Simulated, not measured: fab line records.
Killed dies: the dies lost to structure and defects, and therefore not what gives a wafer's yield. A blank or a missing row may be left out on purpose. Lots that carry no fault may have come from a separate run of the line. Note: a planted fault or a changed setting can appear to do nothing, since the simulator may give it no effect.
Which tool did it? / flow n5 finfet / 9 lots with 27 wafers sampled at 5 steps, on a route of 1938 steps

WHAT EACH GAUGE READ, for each wafer
N5_HKMG_FIN_INSPECT_28: inspects for defects (darkfield).
lot=L103; measured=day 4 20:12; on=defect inspect-02; raw defect count=37 55 71
lot=L106; measured=day 5 13:36; on=defect inspect-01; raw defect count=44 52 42
lot=L107; measured=day 6 01:17; on=defect inspect-02; raw defect count=30 52 23
lot=L109; measured=day 6 10:04; on=defect inspect-01; raw defect count=62 38 46
lot=L111; measured=day 6 17:25; on=defect inspect-01; raw defect count=25 14 25
lot=L112; measured=day 7 01:07; on=defect inspect-01; raw defect count=65 56 56
lot=L116; measured=day 8 01:22; on=defect inspect-01; raw defect count=44 23 20
lot=L122; measured=day 9 12:49; on=defect inspect-01; raw defect count=25 33 41
lot=L124; measured=day 10 02:15; on=defect inspect-02; raw defect count=25 34 25

N5_BEOL_M4_RC_MEAS_101.
lot=L103; measured=day 9 03:59; on=prober-02; DIBL_N (mV/V)=36.8 36.4 38.0; DIBL_P (mV/V)=37.0 36.0 38.4; IOFF_N (nA/um)=0.15 0.14 0.18; IOFF_P (nA/um)=0.20 0.18 0.21; ION_N (uA/um)=660 666 667; ION_P (uA/um)=460 460 457; SS_N (mV/dec)=72.2 71.8 72.5; SS_P (mV/dec)=73.1 73.5 73.6; VT_N (mV)=252 253 251; VT_P (mV)=-253 -255 -253
lot=L106; measured=day 9 12:34; on=prober-01; DIBL_N (mV/V)=37.7 34.6 35.9; DIBL_P (mV/V)=38.4 34.7 35.1; IOFF_N (nA/um)=0.17 0.13 0.14; IOFF_P (nA/um)=0.21 0.16 0.17; ION_N (uA/um)=670 671 655; ION_P (uA/um)=455 456 447; SS_N (mV/dec)=72.2 71.1 71.1; SS_P (mV/dec)=73.5 72.0 73.6; VT_N (mV)=251 252 252; VT_P (mV)=-253 -255 -254
lot=L107; measured=day 10 17:13; on=prober-01; DIBL_N (mV/V)=35.5 36.9 39.9; DIBL_P (mV/V)=35.9 37.3 40.9; IOFF_N (nA/um)=0.15 0.17 0.24; IOFF_P (nA/um)=0.21 0.22 0.27; ION_N (uA/um)=669 669 687; ION_P (uA/um)=461 460 463; SS_N (mV/dec)=71.5 72.1 73.2; SS_P (mV/dec)=72.5 73.8 74.7; VT_N (mV)=248 250 244; VT_P (mV)=-252 -252 -250
lot=L109; measured=day 10 17:46; on=prober-02; DIBL_N (mV/V)=41.1 38.2 37.5; DIBL_P (mV/V)=41.2 38.3 37.9; IOFF_N (nA/um)=0.24 0.18 0.17; IOFF_P (nA/um)=0.27 0.20 0.21; ION_N (uA/um)=692 672 670; ION_P (uA/um)=467 456 451; SS_N (mV/dec)=72.5 72.0 71.7; SS_P (mV/dec)=73.7 73.1 73.3; VT_N (mV)=244 248 247; VT_P (mV)=-251 -255 -251
lot=L111; measured=day 10 23:26; on=prober-01; DIBL_N (mV/V)=36.1 34.9 35.9; DIBL_P (mV/V)=37.0 35.6 35.9; IOFF_N (nA/um)=0.14 0.12 0.13; IOFF_P (nA/um)=0.20 0.18 0.19; ION_N (uA/um)=658 649 659; ION_P (uA/um)=454 449 455; SS_N (mV/dec)=70.6 71.2 71.2; SS_P (mV/dec)=73.7 73.3 73.3; VT_N (mV)=254 256 251; VT_P (mV)=-250 -251 -254
lot=L112; measured=day 10 21:02; on=prober-02; DIBL_N (mV/V)=37.4 36.3 37.2; DIBL_P (mV/V)=38.1 37.3 36.4; IOFF_N (nA/um)=0.18 0.16 0.16; IOFF_P (nA/um)=0.23 0.23 0.21; ION_N (uA/um)=675 687 689; ION_P (uA/um)=459 471 470; SS_N (mV/dec)=71.5 71.8 71.9; SS_P (mV/dec)=74.1 73.4 73.1; VT_N (mV)=248 249 248; VT_P (mV)=-251 -250 -250
lot=L116; measured=day 12 05:52; on=prober-02; DIBL_N (mV/V)=38.3 36.7 38.1; DIBL_P (mV/V)=41.0 38.9 40.2; IOFF_N (nA/um)=0.20 0.19 0.22; IOFF_P (nA/um)=0.29 0.27 0.29; ION_N (uA/um)=686 693 693; ION_P (uA/um)=484 477 479; SS_N (mV/dec)=72.5 71.0 71.9; SS_P (mV/dec)=74.2 73.6 73.2; VT_N (mV)=246 246 241; VT_P (mV)=-244 -244 -246
lot=L122; measured=day 13 14:30; on=prober-02; DIBL_N (mV/V)=38.1 39.6 37.0; DIBL_P (mV/V)=36.4 38.4 35.7; IOFF_N (nA/um)=0.17 0.20 0.15; IOFF_P (nA/um)=0.25 0.29 0.23; ION_N (uA/um)=687 671 683; ION_P (uA/um)=471 462 470; SS_N (mV/dec)=71.4 72.5 70.7; SS_P (mV/dec)=73.9 73.2 73.3; VT_N (mV)=247 250 249; VT_P (mV)=-248 -247 -248
lot=L124; measured=day 15 19:44; on=prober-01; DIBL_N (mV/V)=36.6 36.8 35.9; DIBL_P (mV/V)=36.4 35.9 35.0; IOFF_N (nA/um)=0.15 0.16 0.14; IOFF_P (nA/um)=0.19 0.20 0.18; ION_N (uA/um)=669 682 670; ION_P (uA/um)=454 464 455; SS_N (mV/dec)=71.8 71.9 71.6; SS_P (mV/dec)=72.8 73.6 73.4; VT_N (mV)=251 248 251; VT_P (mV)=-252 -253 -254

WHAT TOOL EACH LOT RAN ON (gives the tool, then ch and the chambers of the sampled wafers, and finally the start)
lot=L103; N5_HKMG_FIN_ETCHBACK_68=rie metal-03 ch 0,1, day 4 18:26; N5_GATE_CUT_ETCH_58=rie diel-05 ch 1,3, day 4 20:50; N5_GATE_CUT_SAC_CAP_01=ald sin-03 ch 0,1,2, day 4 21:10
lot=L106; N5_HKMG_FIN_ETCHBACK_68=rie metal-02 ch 0,1, day 5 11:48; N5_GATE_CUT_ETCH_58=rie diel-05 ch 0,1,3, day 5 13:56; N5_GATE_CUT_SAC_CAP_01=ald sin-04 ch 0,1,3, day 5 14:21
lot=L107; N5_HKMG_FIN_ETCHBACK_68=rie metal-03 ch 1, day 5 23:31; N5_GATE_CUT_ETCH_58=rie diel-06 ch 0,1,3, day 6 01:37; N5_GATE_CUT_SAC_CAP_01=ald sin-04 ch 0,1,2, day 6 01:56
lot=L109; N5_HKMG_FIN_ETCHBACK_68=rie metal-02 ch 0,1, day 6 08:18; N5_GATE_CUT_ETCH_58=rie diel-06 ch 2,3, day 6 10:23; N5_GATE_CUT_SAC_CAP_01=ald sin-03 ch 0,2,3, day 6 10:43
lot=L111; N5_HKMG_FIN_ETCHBACK_68=rie metal-03 ch 0, day 6 15:32; N5_GATE_CUT_ETCH_58=rie diel-05 ch 3, day 6 17:52; N5_GATE_CUT_SAC_CAP_01=ald sin-01 ch 0,1, day 6 18:23
lot=L112; N5_HKMG_FIN_ETCHBACK_68=rie metal-03 ch 0, day 6 23:00; N5_GATE_CUT_ETCH_58=rie diel-06 ch 0,2, day 7 01:26; N5_GATE_CUT_SAC_CAP_01=ald sin-01 ch 0,1,2, day 7 01:46
lot=L116; N5_HKMG_FIN_ETCHBACK_68=rie metal-03 ch 0,1, day 7 23:35; N5_GATE_CUT_ETCH_58=rie diel-03 ch 1,2,3, day 8 01:41; N5_GATE_CUT_SAC_CAP_01=ald sin-03 ch 0,1,3, day 8 02:19
lot=L122; N5_HKMG_FIN_ETCHBACK_68=rie metal-01 ch 0,1, day 9 11:03; N5_GATE_CUT_ETCH_58=rie diel-06 ch 0,1,2, day 9 13:08; N5_GATE_CUT_SAC_CAP_01=ald sin-04 ch 1,2,3, day 9 13:28
lot=L124; N5_HKMG_FIN_ETCHBACK_68=rie metal-02 ch 0,1, day 10 00:29; N5_GATE_CUT_ETCH_58=rie diel-06 ch 0,1,3, day 10 02:47; N5_GATE_CUT_SAC_CAP_01=ald sin-01 ch 0,1,2, day 10 03:07
- N5_HKMG_FIN_ETCHBACK_68: etches the open film in Cl2/Ar, stops on HfO2, target depth 0.5 nm.
- N5_GATE_CUT_ETCH_58: etches SiNx in CH3F/O2, target depth 17 nm, time 128.6 s.
- N5_GATE_CUT_SAC_CAP_01: material SiNx, target thk 24 nm, pulse time 1 s, ald cycles 480.

WHAT THE TOOLS THEMSELVES READ (means of the sampled wafers that have a number; where no wafer has one, the mark that the record gives instead)
N5_HKMG_FIN_ETCHBACK_68.
lot=L103; tool=rie metal-03; drypump motor current A (A)=5.8; he backside leak sccm (sccm)=3.17; oes product au (a.u.)=0.69; rf fwd power W (W)=596.2; throttle valve pct (%)=21.06
lot=L106; tool=rie metal-02; drypump motor current A (A)=5.4; he backside leak sccm (sccm)=3.22; oes product au (a.u.)=0.74; rf fwd power W (W)=597.2; throttle valve pct (%)=20.55
lot=L107; tool=rie metal-03; drypump motor current A (A)=5.5; he backside leak sccm (sccm)=3.27; oes product au (a.u.)=0.57; rf fwd power W (W)=597.0; throttle valve pct (%)=21.15
lot=L109; tool=rie metal-02; drypump motor current A (A)=5.3; he backside leak sccm (sccm)=3.28; oes product au (a.u.)=0.80; rf fwd power W (W)=598.8; throttle valve pct (%)=20.56
lot=L111; tool=rie metal-03; drypump motor current A (A)=6.0; he backside leak sccm (sccm)=3.14; oes product au (a.u.)=0.73; rf fwd power W (W)=598.3; throttle valve pct (%)=21.03
lot=L112; tool=rie metal-03; drypump motor current A (A)=5.9; he backside leak sccm (sccm)=3.09; oes product au (a.u.)=0.72; rf fwd power W (W)=597.3; throttle valve pct (%)=21.03
lot=L116; tool=rie metal-03; drypump motor current A (A)=5.7; he backside leak sccm (sccm)=3.25; oes product au (a.u.)=0.87; rf fwd power W (W)=594.6; throttle valve pct (%)=20.84
lot=L122; tool=rie metal-01; drypump motor current A (A)=5.7; he backside leak sccm (sccm)=3.26; oes product au (a.u.)=0.62; rf fwd power W (W)=596.1; throttle valve pct (%)=21.05
lot=L124; tool=rie metal-02; drypump motor current A (A)=5.4; he backside leak sccm (sccm)=3.28; oes product au (a.u.)=0.72; rf fwd power W (W)=599.1; throttle valve pct (%)=20.58

N5_GATE_CUT_ETCH_58.
lot=L103; tool=rie diel-05; bias w (W)=21.01; drypump motor current A (A)=6.2; oes product au (a.u.)=0.76; rf fwd power W (W)=413.9; rf vpp V (V)=99.0; showerhead plenum p Torr (Torr)=2.00; throttle valve pct (%)=16.30
lot=L106; tool=rie diel-05; bias w (W)=20.97; drypump motor current A (A)=6.1; oes product au (a.u.)=0.73; rf fwd power W (W)=413.5; rf vpp V (V)=98.8; showerhead plenum p Torr (Torr)=1.99; throttle valve pct (%)=16.36
lot=L107; tool=rie diel-06; bias w (W)=21.07; drypump motor current A (A)=5.7; oes product au (a.u.)=0.78; rf fwd power W (W)=414.1; rf vpp V (V)=99.6; showerhead plenum p Torr (Torr)=2.01; throttle valve pct (%)=16.22
lot=L109; tool=rie diel-06; bias w (W)=21.01; drypump motor current A (A)=6.0; oes product au (a.u.)=0.77; rf fwd power W (W)=413.8; rf vpp V (V)=99.3; showerhead plenum p Torr (Torr)=2.05; throttle valve pct (%)=16.43
lot=L111; tool=rie diel-05; bias w (W)=20.96; drypump motor current A (A)=6.1; oes product au (a.u.)=0.79; rf fwd power W (W)=413.4; rf vpp V (V)=99.0; showerhead plenum p Torr (Torr)=2.00; throttle valve pct (%)=16.22
lot=L112; tool=rie diel-06; bias w (W)=20.98; drypump motor current A (A)=5.9; oes product au (a.u.)=0.77; rf fwd power W (W)=413.7; rf vpp V (V)=99.5; showerhead plenum p Torr (Torr)=2.06; throttle valve pct (%)=16.22
lot=L116; tool=rie diel-03; bias w (W)=21.01; drypump motor current A (A)=5.5; oes product au (a.u.)=0.83; rf fwd power W (W)=411.9; rf vpp V (V)=98.6; showerhead plenum p Torr (Torr)=2.00; throttle valve pct (%)=16.13
lot=L122; tool=rie diel-06; bias w (W)=21.43; drypump motor current A (A)=5.8; oes product au (a.u.)=0.78; rf fwd power W (W)=413.3; rf vpp V (V)=101.2; showerhead plenum p Torr (Torr)=1.97; throttle valve pct (%)=16.33
lot=L124; tool=rie diel-06; bias w (W)=21.44; drypump motor current A (A)=5.7; oes product au (a.u.)=0.76; rf fwd power W (W)=411.5; rf vpp V (V)=100.5; showerhead plenum p Torr (Torr)=2.00; throttle valve pct (%)=16.28

N5_GATE_CUT_SAC_CAP_01.
lot=L103; tool=ald sin-03; heater power w (W)=811; precursor pulse height rel=0.995
lot=L106; tool=ald sin-04; heater power w (W)=845; precursor pulse height rel=0.988
lot=L107; tool=ald sin-04; heater power w (W)=911; precursor pulse height rel=0.984
lot=L109; tool=ald sin-03; heater power w (W)=800; precursor pulse height rel=0.999
lot=L111; tool=ald sin-01; heater power w (W)=924; precursor pulse height rel=1.014
lot=L112; tool=ald sin-01; heater power w (W)=881; precursor pulse height rel=0.999
lot=L116; tool=ald sin-03; heater power w (W)=802; precursor pulse height rel=1.009
lot=L122; tool=ald sin-04; heater power w (W)=890; precursor pulse height rel=1.000
lot=L124; tool=ald sin-01; heater power w (W)=885; precursor pulse height rel=0.987

THE ANSWER, worked out from the rows above alone
Rule: usual is defined by the lots themselves. Put in order of their means at a reading, lots are off if they are a third of the lots or fewer, leave a main group of 4 or more, and stand apart from it by a gap of 3 or more times the standard deviation of the main group's means; of several such gaps the widest counts. The tables above print the reading to a certain number of digits; a main group whose means all agree to those digits is not used. Also off: a lot with no number at a reading for which 4 or more lots have one. All remaining lots with rows at the step are treated as sound. First the gauges in route order, then the tools' own readings, where a lot's mean is used as printed above. The first step at which some lot is off is used, and at that step the reading that is off furthest; a lot without a number counts as furthest.
Off: L122, L124 (N5_GATE_CUT_ETCH_58, bias w). The main group has a mean of 21.00 W with a standard deviation of 0.034.
A tool fits if, at that step or a process step before it, it ran every lot that is off, and no sound lot after the first of them. One candidate fits, namely rie diel-06 at N5_GATE_CUT_ETCH_58. A fault onset in the window from L112 (day 7 01:26, its last sound lot) to L122 (day 9 13:08, its first lot off) fits.
The tool's own readings at N5_GATE_CUT_ETCH_58 bear it out: on the lots that are off they differ by more than 5 times the standard deviation of the sound lots' means. bias w reads 21.44 W there against 21.00 W on the sound lots; rf vpp V reads 100.8 V there against 99.1 V on the sound lots.

WHAT THE SIMULATOR HAD INSERTED
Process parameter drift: rie diel-06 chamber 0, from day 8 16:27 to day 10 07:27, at N5_GATE_CUT_ETCH_58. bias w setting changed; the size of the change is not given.
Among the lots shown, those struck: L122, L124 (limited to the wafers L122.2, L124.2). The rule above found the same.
